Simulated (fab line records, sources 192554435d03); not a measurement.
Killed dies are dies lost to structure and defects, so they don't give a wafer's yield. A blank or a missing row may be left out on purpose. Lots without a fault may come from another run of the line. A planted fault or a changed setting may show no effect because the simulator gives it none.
fab line records | flow n5_finfet
record lots=5 wafers=15 last_day=18
route steps=1938 shown TV_OPEN@1889 PAD_METAL@1893 PASSIVATION@1897
lots that met no fault: from a run of the same line without faults
start_h: hours from the record's first day to the start of the lot's first wafer shown | wait_h: hours since the lot's step before | " the same as in the row above | L1.1+2: a row that stands for several wafers | - no value, or no start given | * or withheld: withheld | < > ~ a bound
route shown NAME@n: a module of which the file shows steps, and the number in the route of the first | usual: mean/standard deviation of fault-free wafers | same: alike in all rows | chamber/n: place in a boat | sites: the reading at each site | _std_site: their standard deviation | _edge_site: outer sites' mean less inner sites' | radius_mm: how far each site lies from the wafer's centre | mask NAME#n: copy n | behind: the tool/chamber that last shaped the wafer | hold: why the lot was held/for how many hours/how that ended | device: the transistor (n, p or np) that didn't switch | end of line: the same wafers' tests at the end of the route | a step without rows: its recipe alone | killed: dies lost to structure and defects at the first sort, not the wafer's yield | map: a wafer's dies, x killed, . not, _ none there
set.NAME: the setting as run; set.NAME@STEP: as run at that earlier step | model.NAME: the simulator's own value behind a step, which no gauge read
lots at some steps of the route; a table a step, a row a wafer
services: from which hour (start_h, from the record's first day; less than 0 if before it) a tool's chamber was out of use, for how many hours, and why
## steps
# step N5_PASSIVATION_STRIP_14
# recipe chemistry=O2 power_w=600 temp_c=60 pressure_mtorr=30 rf_frequency_hz=6e+07 bias_power_w=0 overash_fraction=0.5 o2_flow_sccm=225
# usual drypump_motor_current_A=5.9/0.32 oes_product_au=0.80/0.081 rf_vpp_V=3.8/0.95 showerhead_plenum_p_Torr=2.10/0.041 throttle_valve_pct=16.62/0.25
# columns lot.wafer tool chamber start_h wait_h drypump_motor_current_A oes_product_au rf_hours_counter_h rf_vpp_V showerhead_plenum_p_Torr throttle_valve_pct
L074.1 rie_diel-01 3 261.31 0.1 5.8 0.78 141 5.6 2.01 16.95
L074.5 " 1 " " 5.9 0.97 - 3.5 2.05 16.28
L074.6 " 2 " " 5.5 0.66 - 2.1 2.16 17.05
L078.1 rie_diel-01 0 291.43 0.1 6.3 0.90 24 4.2 2.14 16.22
L078.2 " 3 " " 5.8 0.76 150 3.3 2.01 16.94
L078.3 " 1 " " 5.9 0.94 12 2.9 2.05 16.35
L088.2 rie_diel-05 0 363.80 0.1 6.1 0.81 96 3.9 2.12 16.84
L088.3 " 1 " " 5.9 0.82 90 5.0 2.11 16.40
L088.6 " 2 " " 5.5 0.77 - 5.3 2.11 16.68
L094.2 rie_diel-02 3 392.46 0.1 5.6 0.69 210 4.0 2.08 16.60
L094.3 " 1 " " 6.3 0.70 240 4.6 2.06 17.00
L094.6 " 0 " " 5.4 0.75 - 3.5 2.09 16.70
L097.1 rie_diel-05 0 424.96 0.1 6.1 0.79 112 3.7 2.12 16.90
L097.3 " 1 " " 5.9 0.80 104 4.2 2.11 16.42
L097.6 " 1 " " 5.9 0.78 - 5.2 2.11 16.42
# step N5_PASSIVATION_ETCH_15
# recipe chemistry=CF4/N2 target=SiCN target_depth_a=750 taper_deg=2 time_s=81.2 ion_energy_ev=150 mask_material=SiNx pressure_mtorr=40 source_w=430 bias_w=70 Ar_flow_sccm=100 cf4_flow_sccm=60 n2_flow_sccm=60
# usual bias_w=69.95/0.21 drypump_motor_current_A=5.9/0.32 oes_product_au=0.81/0.082 rf_fwd_power_W=427.8/1.3 rf_vpp_V=382.4/1.1 showerhead_plenum_p_Torr=2.21/0.038 throttle_valve_pct=15.40/0.25
# same time_s=81.2
# columns lot.wafer tool chamber start_h wait_h bias_w drypump_motor_current_A oes_product_au rf_fwd_power_W rf_hours_counter_h rf_vpp_V showerhead_plenum_p_Torr throttle_valve_pct
L074.1 rie_diel-01 3 - - 70.17 5.8 0.78 428.7 141 381.3 2.12 15.71
L074.5 " 1 " " 69.67 5.9 0.98 426.8 - 381.5 2.17 15.13
L074.6 " 2 " " 69.69 5.5 0.68 426.2 - 384.6 2.26 15.83
L078.1 rie_diel-01 0 - - 70.15 6.3 0.92 425.9 24 383.5 2.25 14.97
L078.2 " 3 " " 69.80 5.8 0.77 430.3 150 382.0 2.12 15.72
L078.3 " 1 " " 69.85 5.9 0.94 428.4 12 381.7 2.17 15.13
L088.2 rie_diel-05 0 - - 69.91 6.1 0.82 428.1 96 382.4 2.23 15.60
L088.3 " 1 " " 69.95 5.9 0.81 427.6 90 382.2 2.23 15.18
L088.6 " 2 " " 69.90 5.5 0.76 429.3 - 382.9 2.22 15.39
L094.2 rie_diel-02 3 - - 69.90 5.6 0.69 426.5 210 383.0 2.19 15.38
L094.3 " 1 " " 70.04 6.3 0.69 427.0 240 382.4 2.18 15.82
L094.6 " 0 " " 69.92 5.4 0.74 424.1 - 381.8 2.21 15.51
L097.1 rie_diel-05 0 - - 69.95 6.1 0.79 427.1 112 381.9 2.22 15.64
L097.3 " 1 " " 69.89 5.9 0.80 427.6 104 382.6 2.22 15.21
L097.6 " 1 " " 69.91 5.9 0.79 427.9 - 382.7 2.22 15.21
# step N5_PASSIVATION_STRIP_73
# recipe chemistry=post_etch_residue_remover time_s=60 temp_c=25 remover_ph=withheld remover_water_wt_pct=withheld remover_fluoride_wt_pct=withheld
# same time_s=60
# columns lot.wafer tool chamber start_h wait_h
L074.1+5+6 wet_bench-01 4,5,7 261.47 -
L078.1+2+3 wet_bench-06 3,0,4 291.59 -
L088.2+3+6 wet_bench-01 3,5,6 363.95 -
L094.2+3+6 wet_bench-02 1,0,7 392.61 -
L097.1+3+6 wet_bench-01 0,3,4 425.12 -
# step N5_PASSIVATION_SRD_17
# recipe time_s=30 temp_c=23 rinse_liquid=diw dry=n2_spin spin_rpm=1500 dry_time_s=30
# same time_s=30
# columns lot.wafer tool chamber start_h wait_h
L074.1+5+6 wet_bench-01 4,5,7 261.49 0.0
L078.1+2+3 wet_bench-06 3,0,4 291.61 0.0
L088.2+3+6 wet_bench-01 3,5,6 363.97 0.0
L094.2+3+6 wet_bench-02 1,0,7 392.63 0.0
L097.1+3+6 wet_bench-01 0,3,4 425.14 0.0
# step N5_PASSIVATION_DEGAS_18
# recipe ambient=vacuum temp_c=300 time_s=60
# usual heater_power_w=465/52
# same time_s=60
# columns lot.wafer tool chamber start_h wait_h heater_power_w
L074.1 pvd_sputter-01 - 261.99 0.5 481
L074.5 " - " " 397
L074.6 " - " " 486
L078.1 pvd_sputter-03 - 292.27 0.6 448
L078.2 " - " " 389
L078.3 " - " " 441
L088.2 pvd_sputter-03 - 364.38 0.4 472
L088.3 " - " " 451
L088.6 " - " " 428
L094.2 pvd_sputter-02 - 394.78 2.1 565
L094.3 " - " " 488
L094.6 " - " " 439
L097.1 pvd_sputter-02 - 425.30 0.1 572
L097.3 " - " " 552
L097.6 " - " " 568
# step N5_PASSIVATION_PRE_CLEAN_19
# recipe gas=H2/He time_s=* temp_c=*
# usual heater_power_w=466/51
# same time_s=*
# columns lot.wafer tool chamber start_h wait_h heater_power_w
L074.1 pvd_sputter-01 - 262.03 0.0 485
L074.5 " - " " 390
L074.6 " - " " 482
L078.1 pvd_sputter-03 - 292.31 0.0 435
L078.2 " - " " 393
L078.3 " - " " 443
L088.2 pvd_sputter-03 - 364.42 0.0 471
L088.3 " - " " 447
L088.6 " - " " 437
L094.2 pvd_sputter-02 - 394.82 0.0 562
L094.3 " - " " 499
L094.6 " - " " 442
L097.1 pvd_sputter-02 - 425.34 0.0 569
L097.3 " - " " 552
L097.6 " - " " 555
# step N5_PASSIVATION_SPUTTER_20
# recipe material=TaN target_thk_a=500 temp_c=25 chamber_pressure_pa=0.4
# usual throttle_valve_pct=30.3/1.1
# columns lot.wafer tool chamber start_h wait_h throttle_valve_pct
L074.1 pvd_sputter-01 - 262.07 0.0 30.9
L074.5 " - " " 29.6
L074.6 " - " " 30.6
L078.1 pvd_sputter-03 - 292.35 0.0 30.3
L078.2 " - " " 31.2
L078.3 " - " " 29.8
L088.2 pvd_sputter-03 - 364.46 0.0 29.0
L088.3 " - " " 30.0
L088.6 " - " " 30.4
L094.2 pvd_sputter-02 - 394.86 0.0 33.1
L094.3 " - " " 28.1
L094.6 " - " " 30.0
L097.1 pvd_sputter-02 - 425.38 0.0 33.0
L097.3 " - " " 30.3
L097.6 " - " " 33.0
# step N5_PASSIVATION_AL_DEP_21
# recipe material=Al target_thk_a=28000 temp_c=400 time_s=170 power_w=30000 chamber_pressure_pa=0.4 gas=Ar
# usual throttle_valve_pct=30.3/1.1
# same time_s=170
# columns lot.wafer tool chamber start_h wait_h throttle_valve_pct
L074.1 pvd_sputter-01 - 262.17 0.1 30.5
L074.5 " - " " 29.5
L074.6 " - " " 30.8
L078.1 pvd_sputter-03 - 292.45 0.1 30.3
L078.2 " - " " 31.0
L078.3 " - " " 29.7
L088.2 pvd_sputter-03 - 364.56 0.1 28.9
L088.3 " - " " 30.0
L088.6 " - " " 30.6
L094.2 pvd_sputter-02 - 394.96 0.1 33.0
L094.3 " - " " 28.0
L094.6 " - " " 30.1
L097.1 pvd_sputter-02 - 425.48 0.1 33.1
L097.3 " - " " 30.5
L097.6 " - " " 33.2
# step N5_PASSIVATION_HMDS_23
# recipe time_s=60 temp_c=120
# same time_s=60
# columns lot.wafer tool chamber start_h wait_h
L074.1+5+6 litho_track-03 0 262.35 0.1
L078.1+2+3 litho_track-02 0 292.64 0.1
L088.2+3+6 litho_track-02 0 364.74 0.1
L094.2+3+6 litho_track-05 0 395.15 0.1
L097.1+3+6 litho_track-02 0 425.67 0.1
# step N5_PASSIVATION_COAT_24
# recipe spin_rpm=3000 resist_thk_nm=withheld
# usual dispense_pressure_kPa=51/3.1
# columns lot.wafer tool chamber start_h wait_h dispense_pressure_kPa
L074.1 litho_track-03 0 - - 50
L074.5 " 0 " " 50
L074.6 " 0 " " 50
L078.1 litho_track-02 0 - - 56
L078.2 " 0 " " 56
L078.3 " 0 " " 56
L088.2 litho_track-02 0 - - 56
L088.3 " 0 " " 56
L088.6 " 0 " " 56
L094.2 litho_track-05 0 - - 48
L094.3 " 0 " " 48
L094.6 " 0 " " 48
L097.1 litho_track-02 0 - - 56
L097.3 " 0 " " 56
L097.6 " 0 " " 56
# step N5_PASSIVATION_EBR_26
# recipe solvent=PGMEA ebr_width_mm=1.5
# same ebr_width_mm=1.5
# columns lot.wafer tool chamber start_h wait_h
L074.1+5+6 litho_track-03 0 - -
L078.1+2+3 litho_track-02 0 - -
L088.2+3+6 litho_track-02 0 - -
L094.2+3+6 litho_track-05 0 - -
L097.1+3+6 litho_track-02 0 - -
# step N5_PASSIVATION_SOFTBAKE_25
# recipe temp_c=100 time_s=90
# same time_s=90
# columns lot.wafer tool chamber start_h wait_h
L074.1+5+6 litho_track-03 0 - -
L078.1+2+3 litho_track-02 0 - -
L088.2+3+6 litho_track-02 0 - -
L094.2+3+6 litho_track-05 0 - -
L097.1+3+6 litho_track-02 0 - -
# step N5_PASSIVATION_EXPOSE_27
# recipe mask_id=PAD na=0.55 source_shape=conventional sigma_outer=0.8 polarization=unpolarized defocus_nm=0 dose_mj=32.3
# same sigma_outer=0.8
# columns lot.wafer tool chamber start_h wait_h mask
L074.1+5+6 krf_scanner-01 0 262.46 - PAD#0
L078.1+2+3 krf_scanner-02 0 292.75 - PAD#0
L088.2+3+6 krf_scanner-01 0 364.86 - PAD#0
L094.2+3+6 krf_scanner-02 0 395.26 - PAD#0
L097.1+3+6 krf_scanner-01 0 425.90 - PAD#0
# step N5_PASSIVATION_PEB_28
# recipe peb_temp_c=withheld peb_time_s=*
# columns lot.wafer tool chamber start_h wait_h
L074.1+5+6 litho_track-02 0 262.52 0.1
L078.1+2+3 litho_track-02 0 292.80 0.1
L088.2+3+6 litho_track-03 0 364.91 0.0
L094.2+3+6 litho_track-05 0 395.32 0.0
L097.1+3+6 litho_track-03 0 425.96 0.1
# step N5_PASSIVATION_DEVELOP_29
# recipe develop_time_s=60 rinse_liquid=diw dry=air_spin dev_temp_c=21
# columns lot.wafer tool chamber start_h wait_h
L074.1+5+6 litho_track-02 0 - -
L078.1+2+3 litho_track-02 0 - -
L088.2+3+6 litho_track-03 0 - -
L094.2+3+6 litho_track-05 0 - -
L097.1+3+6 litho_track-03 0 - -
# step N5_PASSIVATION_HARDBAKE_31
# recipe temp_c=130 time_s=120
# same time_s=120
# columns lot.wafer tool chamber start_h wait_h
L074.1+5+6 litho_track-02 0 - -
L078.1+2+3 litho_track-02 0 - -
L088.2+3+6 litho_track-03 0 - -
L094.2+3+6 litho_track-05 0 - -
L097.1+3+6 litho_track-03 0 - -
# step N5_PASSIVATION_CD_MEAS_30
# recipe target_cd_nm=4000 landing_energy_ev=500 detector=se_inlens polarity=opening
# usual cd_nm=4000.0/1.6
# columns lot.wafer tool chamber start_h wait_h cd_nm
L074.1 cd_sem-01 0 262.64 - 3999.2
L074.5 " 0 " " 4001.2
L074.6 " 0 " " 3999.6
L078.1 cd_sem-03 0 292.92 - 3998.0
L078.2 " 0 " " 3998.2
L078.3 " 0 " " 3998.4
L088.2 cd_sem-02 0 365.03 - 4002.9
L088.3 " 0 " " 4001.4
L088.6 " 0 " " 4002.4
L094.2 cd_sem-01 0 395.44 - 4000.0
L094.3 " 0 " " 4000.1
L094.6 " 0 " " 3999.4
L097.1 cd_sem-02 0 426.08 - 4002.4
L097.3 " 0 " " 4003.1
L097.6 " 0 " " 4002.1
# step N5_PASSIVATION_OVL_MEAS_63
# recipe points_per_wafer=44
# usual PAD_OVL=0/4.7
# same points_per_wafer=44
# columns lot.wafer tool chamber start_h wait_h PAD_OVL[nm]
L074.1 overlay-02 0 262.67 0.0 7
L074.5 " 0 " " 15
L074.6 " 0 " " 0
L078.1 overlay-01 0 292.95 0.0 0
L078.2 " 0 " " 7
L078.3 " 0 " " -2
L088.2 overlay-01 0 365.06 0.0 8
L088.3 " 0 " " 4
L088.6 " 0 " " 1
L094.2 overlay-01 0 395.46 0.0 4
L094.3 " 0 " " 2
L094.6 " 0 " " 6
L097.1 overlay-02 0 426.11 0.0 5
L097.3 " 0 " " 2
L097.6 " 0 " " -4
# step N5_PASSIVATION_INSPECT_64
# recipe mode=adi inspect_instrument=macro
# usual raw_defect_count=2.0/1.4
# columns lot.wafer tool chamber start_h wait_h raw_defect_count
L074.1 defect_inspect-02 - 262.69 0.0 1
L074.5 " - " " 2
L074.6 " - " " 0
L078.1 defect_inspect-02 - 292.98 0.0 0
L078.2 " - " " 1
L078.3 " - " " 4
L088.2 defect_inspect-02 - 365.08 0.0 1
L088.3 " - " " 2
L088.6 " - " " 0
L094.2 defect_inspect-01 - 395.49 0.0 4
L094.3 " - " " 1
L094.6 " - " " 4
L097.1 defect_inspect-02 - 426.13 0.0 5
L097.3 " - " " 1
L097.6 " - " " 3
# step N5_PASSIVATION_DESCUM_32
# recipe chemistry=O2 time_s=7.9 source_power_w=50 bias_power_w=20 pressure_mtorr=20 rf_frequency_hz=2.712e+07 temp_c=40 o2_flow_sccm=225
# usual drypump_motor_current_A=5.5/0.47 oes_product_au=0.80/0.087 rf_fwd_power_W=49.71/0.18 rf_vpp_V=242.7/1.4 showerhead_plenum_p_Torr=2.07/0.069 throttle_valve_pct=20.47/0.29
# same time_s=7.9
# columns lot.wafer tool chamber start_h wait_h drypump_motor_current_A oes_product_au rf_fwd_power_W rf_hours_counter_h rf_vpp_V showerhead_plenum_p_Torr throttle_valve_pct
L074.1 rie_diel-03 2 262.72 0.0 5.7 0.82 49.55 60 244.5 2.21 20.06
L074.5 " 2 " " 5.7 0.83 49.25 - 245.9 2.21 20.06
L074.6 " 1 " " 5.6 0.92 49.78 - 243.0 2.06 20.20
L078.1 rie_diel-06 2 293.01 0.0 5.0 0.78 49.63 130 241.5 2.01 20.59
L078.2 " 3 " " 6.5 0.67 49.59 244 243.2 2.14 20.57
L078.3 " 1 " " 5.3 0.73 49.80 176 241.6 2.00 20.81
L088.2 rie_diel-06 1 365.25 0.2 5.4 0.70 49.73 207 241.3 1.99 20.84
L088.3 " 3 " " 6.5 0.94 49.65 14 243.0 2.13 20.26
L088.6 " 1 " " 5.3 0.70 49.94 - 242.3 1.99 20.85
L094.2 rie_diel-06 1 395.67 0.2 5.3 0.69 49.88 219 240.8 1.98 20.87
L094.3 " 2 " " 5.0 0.74 49.62 173 242.1 1.99 20.67
L094.6 " 0 " " 5.5 1.01 49.89 - 242.6 2.06 19.98
L097.1 rie_diel-06 2 426.23 0.1 5.0 0.74 49.59 182 243.1 1.99 20.66
L097.3 " 1 " " 5.3 0.68 49.68 230 241.3 1.98 20.89
L097.6 " 1 " " 5.3 0.67 49.83 - 241.9 1.98 20.88
# step N5_PASSIVATION_AL_ETCH_33
# recipe chemistry=Cl2/BCl3 target_depth_a=28000 over_etch_frac=0.15 Cl2_flow_sccm=180 bcl3_flow_sccm=60 target=Al stop_on=TaN time_s=466.7 ion_energy_ev=100 pressure_mtorr=10 icp_w=900 bias_w=100
# usual bias_w=100.0/0.34 drypump_motor_current_A=5.7/0.57 oes_product_au=0.73/0.076 rf_fwd_power_W=899.1/2.6 throttle_valve_pct=34.06/0.21
# same time_s=466.7
# columns lot.wafer tool chamber start_h wait_h bias_w drypump_motor_current_A oes_product_au rf_fwd_power_W rf_hours_counter_h throttle_valve_pct
L074.1 rie_metal-01 1 262.81 0.1 100.0 5.2 0.71 900.0 42 33.91
L074.5 " 1 " " 100.6 5.2 0.71 897.3 - 33.90
L074.6 " 0 " " 99.6 6.5 0.57 898.2 - 34.24
L078.1 rie_metal-03 1 293.10 0.1 100.0 6.1 0.81 898.2 13 34.34
L078.2 " 0 " " 100.5 5.5 0.80 901.0 6 33.69
L078.3 " 0 " " 99.7 5.5 0.81 900.1 - 33.68
L088.2 rie_metal-02 1 365.34 0.1 99.9 6.0 0.76 901.8 18 34.15
L088.3 " 0 " " 99.5 4.8 0.68 898.1 - 34.09
L088.6 " 1 " " 99.8 6.0 0.77 900.9 - 34.17
L094.2 rie_metal-03 1 395.76 0.1 100.2 6.2 0.77 894.0 21 34.41
L094.3 " 0 " " 99.9 5.5 0.76 903.4 - 33.73
L094.6 " 0 " " 100.1 5.5 0.75 902.4 - 33.76
L097.1 rie_metal-01 0 426.31 0.1 99.8 6.6 0.81 903.3 6 34.07
L097.3 " 0 " " 99.7 6.5 0.82 900.5 - 34.05
L097.6 " 1 " " 99.7 5.2 0.67 897.2 - 33.94
# step N5_PASSIVATION_ETCH_59
# recipe chemistry=Cl2/BCl3 target=TaN target_depth_a=650 time_s=34.9 ion_energy_ev=100 pressure_mtorr=10 icp_w=900 bias_w=100 Cl2_flow_sccm=60 bcl3_flow_sccm=30
# usual bias_w=99.99/0.27 drypump_motor_current_A=5.7/0.57 oes_product_au=0.81/0.084 rf_fwd_power_W=893/3.4 throttle_valve_pct=20.93/0.19
# same time_s=34.9
# columns lot.wafer tool chamber start_h wait_h bias_w drypump_motor_current_A oes_product_au rf_fwd_power_W rf_hours_counter_h throttle_valve_pct
L074.1 rie_metal-01 1 263.21 0.3 99.63 5.2 0.78 897 43 20.83
L074.5 " 1 " " 99.96 5.2 0.78 899 - 20.81
L074.6 " 0 " " 99.89 6.5 0.63 899 - 21.15
L078.1 rie_metal-03 1 293.50 0.3 99.64 6.1 0.87 887 13 21.21
L078.2 " 0 " " 100.38 5.5 0.88 896 7 20.63
L078.3 " 0 " " 100.08 5.5 0.88 894 - 20.63
L088.2 rie_metal-02 1 365.74 0.3 99.94 6.0 0.84 889 19 20.93
L088.3 " 0 " " 99.92 4.8 0.76 891 - 21.01
L088.6 " 1 " " 100.20 6.0 0.84 891 - 20.95
L094.2 rie_metal-03 1 396.16 0.3 99.94 6.1 0.84 892 21 21.20
L094.3 " 0 " " 99.96 5.5 0.84 893 - 20.63
L094.6 " 0 " " 99.57 5.5 0.84 890 - 20.64
L097.1 rie_metal-01 0 426.72 0.3 100.07 6.5 0.90 897 7 20.89
L097.3 " 0 " " 100.39 6.5 0.88 898 - 20.89
L097.6 " 1 " " 100.21 5.2 0.75 898 - 20.85
# step N5_PASSIVATION_STRIP_34
# recipe chemistry=O2 power_w=600 temp_c=60 pressure_mtorr=30 rf_frequency_hz=6e+07 bias_power_w=0 overash_fraction=2 o2_flow_sccm=225
# usual drypump_motor_current_A=5.5/0.35 oes_product_au=0.82/0.07 rf_vpp_V=3.6/1.5 showerhead_plenum_p_Torr=2.10/0.066 throttle_valve_pct=16.65/0.27
# columns lot.wafer tool chamber start_h wait_h drypump_motor_current_A oes_product_au rf_hours_counter_h rf_vpp_V showerhead_plenum_p_Torr throttle_valve_pct
L074.1 rie_diel-03 3 263.33 0.1 5.7 0.89 30 4.2 2.14 16.84
L074.5 " 1 " " 5.5 0.92 - 0.6 2.07 16.38
L074.6 " 2 " " 5.6 0.83 - 1.6 2.22 16.29
L078.1 rie_diel-03 1 293.61 0.1 5.5 0.90 24 2.2 2.06 16.43
L078.2 " 3 " " 5.7 0.88 42 3.2 2.13 16.86
L078.3 " 0 " " 5.1 0.81 86 7.7 2.04 16.76
L088.2 rie_diel-03 1 365.86 0.1 5.5 0.85 47 4.0 2.06 16.44
L088.3 " 3 " " 5.7 0.86 60 5.4 2.13 16.88
L088.6 " 0 " " 5.0 0.79 - 4.7 2.03 16.80
L094.2 rie_diel-03 3 396.30 0.1 5.7 0.85 71 2.6 2.12 16.93
L094.3 " 0 " " 5.1 0.78 122 1.6 2.03 16.89
L094.6 " 1 " " 5.5 0.83 - 3.1 2.05 16.47
L097.1 rie_diel-04 2 426.83 0.1 5.7 0.76 134 2.8 2.09 16.33
L097.3 " 0 " " 5.4 0.76 140 3.0 2.20 17.10
L097.6 " 1 " " 5.7 0.82 - 3.0 2.12 16.62
# step N5_PASSIVATION_STRIP_51
# recipe chemistry=post_etch_residue_remover time_s=1200 temp_c=72.5
# same time_s=1200
# columns lot.wafer tool chamber start_h wait_h
L074.1+5+6 wet_bench-05 1,4,2 263.40 -
L078.1+2+3 wet_bench-05 4,6,0 293.68 -
L088.2+3+6 wet_bench-03 2,6,7 365.93 -
L094.2+3+6 wet_bench-05 7,3,0 396.37 -
L097.1+3+6 wet_bench-05 3,7,5 426.90 -
# step N5_PASSIVATION_CLEAN_69
# recipe chemistry=IPA time_s=180 temp_c=25
# same time_s=180
# columns lot.wafer tool chamber start_h wait_h
L074.1+5+6 wet_bench-05 1,4,2 263.73 0.0
L078.1+2+3 wet_bench-05 4,6,0 294.02 0.0
L088.2+3+6 wet_bench-03 2,6,7 366.26 0.0
L094.2+3+6 wet_bench-05 7,3,0 396.71 0.0
L097.1+3+6 wet_bench-05 3,7,5 427.23 0.0
# step N5_PASSIVATION_SRD_70
# recipe dry=ipa_marangoni time_s=30 temp_c=23 rinse_liquid=diw
# same time_s=30
# columns lot.wafer tool chamber start_h wait_h
L074.1+5+6 wet_bench-05 1,4,2 263.78 0.0
L078.1+2+3 wet_bench-05 4,6,0 294.07 0.0
L088.2+3+6 wet_bench-03 2,6,7 366.31 0.0
L094.2+3+6 wet_bench-05 7,3,0 396.76 0.0
L097.1+3+6 wet_bench-05 3,7,5 427.29 0.0
# step N5_PASSIVATION_PECVD_53
# recipe material=SiO2 target_thk_a=8000 temp_c=400 precursor=TEOS/O2 pressure_torr=6.5 rf_w=withheld teos_flow_sccm=withheld gas=O2 flow_sccm=2650 time_s=169.4
# same time_s=169.4
# columns lot.wafer tool chamber start_h wait_h
L074.1+5+6 pecvd-02 1,1,2 263.83 0.0
L078.1+2+3 pecvd-02 2,1,0 294.12 0.0
L088.2+3+6 pecvd-03 0,1,2 366.36 0.0
L094.2+3+6 pecvd-03 1,0,2 396.81 0.0
L097.1+3+6 pecvd-03 0,2,2 427.34 0.0
# step N5_PASSIVATION_PECVD_35
# recipe material=SiNx target_thk_a=7000 temp_c=400 precursor=SiH4/NH3/N2 pressure_torr=4.9 rf_w=1406 time_s=151.3
# usual heater_power_w=404/110 rf_fwd_power_W=1400/4.8 showerhead_plenum_p_Torr=8.62/0.052 throttle_valve_pct=29.4/2.1
# same time_s=151.3
# columns lot.wafer tool chamber start_h wait_h heater_power_w rf_fwd_power_W showerhead_plenum_p_Torr throttle_valve_pct
L074.1 pecvd-02 1 263.94 0.1 338 1396 8.64 29.6
L074.5 " 1 " " 218 1398 8.68 29.7
L074.6 " 2 " " 559 1393 8.70 28.8
L078.1 pecvd-02 2 294.23 0.1 493 1397 8.71 29.1
L078.2 " 1 " " 266 1400 8.65 29.4
L078.3 " 0 " " 460 1393 8.68 29.4
L088.2 pecvd-03 0 366.47 0.1 330 1392 8.57 32.4
L088.3 " 1 " " 274 1398 8.64 31.6
L088.6 " 2 " " 239 1401 8.55 25.8
L094.2 pecvd-03 1 396.92 0.1 333 1394 8.62 31.7
L094.3 " 0 " " 328 1393 8.58 32.7
L094.6 " 2 " " 277 1401 8.53 25.6
L097.1 pecvd-03 0 427.45 0.1 404 1396 8.60 32.8
L097.3 " 2 " " 276 1396 8.54 26.1
L097.6 " 2 " " 301 1393 8.55 25.5
# step N5_PASSIVATION_HMDS_37
# recipe time_s=60 temp_c=120
# same time_s=60
# columns lot.wafer tool chamber start_h wait_h
L074.1+5+6 litho_track-05 0 264.08 0.1
L078.1+2+3 litho_track-05 0 294.36 0.1
L088.2+3+6 litho_track-03 0 366.61 0.1
L094.2+3+6 litho_track-02 0 397.05 0.1
L097.1+3+6 litho_track-05 0 427.59 0.1
# step N5_PASSIVATION_COAT_38
# recipe spin_rpm=3000 resist_thk_nm=withheld
# usual dispense_pressure_kPa=51/3.6
# columns lot.wafer tool chamber start_h wait_h dispense_pressure_kPa
L074.1 litho_track-05 0 - - 48
L074.5 " 0 " " 48
L074.6 " 0 " " 48
L078.1 litho_track-05 0 - - 48
L078.2 " 0 " " 48
L078.3 " 0 " " 48
L088.2 litho_track-03 0 - - 50
L088.3 " 0 " " 50
L088.6 " 0 " " 50
L094.2 litho_track-02 0 - - 56
L094.3 " 0 " " 56
L094.6 " 0 " " 56
L097.1 litho_track-05 0 - - 48
L097.3 " 0 " " 48
L097.6 " 0 " " 48
# step N5_PASSIVATION_EBR_40
# recipe solvent=PGMEA ebr_width_mm=1.5
# same ebr_width_mm=1.5
# columns lot.wafer tool chamber start_h wait_h
L074.1+5+6 litho_track-05 0 - -
L078.1+2+3 litho_track-05 0 - -
L088.2+3+6 litho_track-03 0 - -
L094.2+3+6 litho_track-02 0 - -
L097.1+3+6 litho_track-05 0 - -
# step N5_PASSIVATION_SOFTBAKE_39
# recipe temp_c=110 time_s=120
# same time_s=120
# columns lot.wafer tool chamber start_h wait_h
L074.1+5+6 litho_track-05 0 - -
L078.1+2+3 litho_track-05 0 - -
L088.2+3+6 litho_track-03 0 - -
L094.2+3+6 litho_track-02 0 - -
L097.1+3+6 litho_track-05 0 - -
# step N5_PASSIVATION_EXPOSE_41
# recipe mask_id=PASS_OPEN na=0.55 defocus_nm=0 source_shape=conventional sigma_outer=0.8 polarization=unpolarized target_cd_nm=40000 dose_mj=57.25
# same sigma_outer=0.8
# columns lot.wafer tool chamber start_h wait_h mask
L074.1+5+6 krf_scanner-02 0 264.19 - PASS_OPEN#0
L078.1+2+3 krf_scanner-02 0 294.60 - PASS_OPEN#0
L088.2+3+6 krf_scanner-02 0 366.73 - PASS_OPEN#0
L094.2+3+6 krf_scanner-02 0 397.30 - PASS_OPEN#0
L097.1+3+6 krf_scanner-02 0 427.70 - PASS_OPEN#0
# step N5_PASSIVATION_PEB_42
# recipe peb_temp_c=withheld peb_time_s=*
# columns lot.wafer tool chamber start_h wait_h
L074.1+5+6 litho_track-05 0 264.25 0.1
L078.1+2+3 litho_track-05 0 294.66 0.1
L088.2+3+6 litho_track-03 0 366.78 0.0
L094.2+3+6 litho_track-02 0 397.36 0.0
L097.1+3+6 litho_track-03 0 427.76 0.1
# step N5_PASSIVATION_DEVELOP_43
# recipe develop_time_s=60 rinse_liquid=diw dry=air_spin dev_temp_c=21
# columns lot.wafer tool chamber start_h wait_h
L074.1+5+6 litho_track-05 0 - -
L078.1+2+3 litho_track-05 0 - -
L088.2+3+6 litho_track-03 0 - -
L094.2+3+6 litho_track-02 0 - -
L097.1+3+6 litho_track-03 0 - -
# step N5_PASSIVATION_HARDBAKE_45
# recipe temp_c=130 time_s=120
# same time_s=120
# columns lot.wafer tool chamber start_h wait_h
L074.1+5+6 litho_track-05 0 - -
L078.1+2+3 litho_track-05 0 - -
L088.2+3+6 litho_track-03 0 - -
L094.2+3+6 litho_track-02 0 - -
L097.1+3+6 litho_track-03 0 - -
# step N5_PASSIVATION_CD_MEAS_44
# recipe target_cd_nm=40000 landing_energy_ev=500 detector=se_inlens
# usual cd_nm=40000/3
# columns lot.wafer tool chamber start_h wait_h cd_nm
L074.1 cd_sem-02 0 264.37 - 39999
L074.5 " 0 " " 40005
L074.6 " 0 " " 40001
L078.1 cd_sem-03 0 294.78 - 40002
L078.2 " 0 " " 40001
L078.3 " 0 " " 39998
L088.2 cd_sem-01 0 366.91 - 40001
L088.3 " 0 " " 40000
L088.6 " 0 " " 40001
L094.2 cd_sem-03 0 397.48 - 39999
L094.3 " 0 " " 39997
L094.6 " 0 " " 40002
L097.1 cd_sem-01 0 427.88 - 39999
L097.3 " 0 " " 39998
L097.6 " 0 " " 39999
## services
# columns tool chamber start_h hours kind
rie_metal-01 0 249.94 7.1 repair
pecvd-02 0 253.33 6.3 repair
krf_scanner-02 - 273.65 1.0 pm
rie_diel-03 2 276.78 12.1 repair
rie_metal-03 0 285.62 1.4 repair
rie_metal-03 - 296.71 2.8 pm
krf_scanner-02 - 304.87 2.9 repair
rie_metal-01 - 307.96 1.4 pm
krf_scanner-02 - 308.92 1.3 pm
rie_diel-01 0 311.36 5.4 repair
pecvd-02 - 316.35 6.0 pm
rie_metal-03 1 329.18 5.2 repair
rie_diel-03 1 329.69 7.5 repair
krf_scanner-02 - 332.42 0.4 repair
rie_diel-03 3 332.74 11.1 repair
pvd_sputter-02 - 335.43 2.0 repair
rie_diel-01 - 338.55 0.3 repair
rie_diel-03 - 344.70 2.8 pm
rie_diel-03 2 362.19 4.5 repair
wet_bench-01 - 370.96 3.0 repair
krf_scanner-02 - 374.04 3.6 pm
wet_bench-01 - 375.46 1.9 repair
rie_diel-03 0 407.62 12.5 repair
rie_diel-03 2 418.37 8.2 repair
## key
fault none
